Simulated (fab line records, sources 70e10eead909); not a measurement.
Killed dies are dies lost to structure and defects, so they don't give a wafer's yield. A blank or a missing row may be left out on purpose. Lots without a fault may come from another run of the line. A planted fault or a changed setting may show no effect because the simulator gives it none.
Chamber matching | flow nand_harc | NHARC_P_CONTACT_ALD_22 on ald_metal-02: 4 sister chambers
The step deposits TiN, target thk 3 nm, pulse time 1 s, ald cycles 150. 4 wafers are shown with their chamber, then 11 later ones without.

WAFERS WITH THEIR CHAMBER
wafer  | chamber | heater_power_w (W)
L086.6 | 0       | 1242
L087.1 | 3       | 837
L087.5 | 1       | 1200
L091.2 | 2       | 1375

WAFERS WITHOUT THEIR CHAMBER
wafer  | heater_power_w (W)
L091.3 | 1260
L091.4 | 1250
L095.1 | 1243
L095.3 | 851
L095.4 | 1416
L096.1 | 875
L096.3 | 1264
L096.6 | 1452
L097.2 | 830
L097.4 | 1413
L097.5 | 1439

WHICH CHAMBER EACH WENT THROUGH
wafer  | from the rows above     | in truth
L091.3 | can't be placed: 0 or 1 | 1
L091.4 | can't be placed: 0 or 1 | 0
L095.1 | can't be placed: 0 or 1 | 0
L095.3 | 3                       | 3
L095.4 | 2                       | 2
L096.1 | 3                       | 3
L096.3 | can't be placed: 0 or 1 | 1
L096.6 | 2                       | 2
L097.2 | 3                       | 3
L097.4 | 2                       | 2
L097.5 | 2                       | 2
Placed correctly: 7 of 11. Can't be placed from these rows: 4 (the true chamber is among the candidates in 4). Placed wrongly: 0.
How it was worked out, from the rows above alone: a wafer's distance from a chamber is the root of the sum, over the readings, of the square of ((its reading less the chamber's mean) divided by the reading's scatter). The wafer belongs to the nearest chamber; if the next one is less than 2 further off, it can't be placed. A chamber's mean is the mean of its shown wafers. The scatter: with one shown wafer a chamber, the root of the mean of the squares of how far each hidden wafer lies from its nearest shown one.
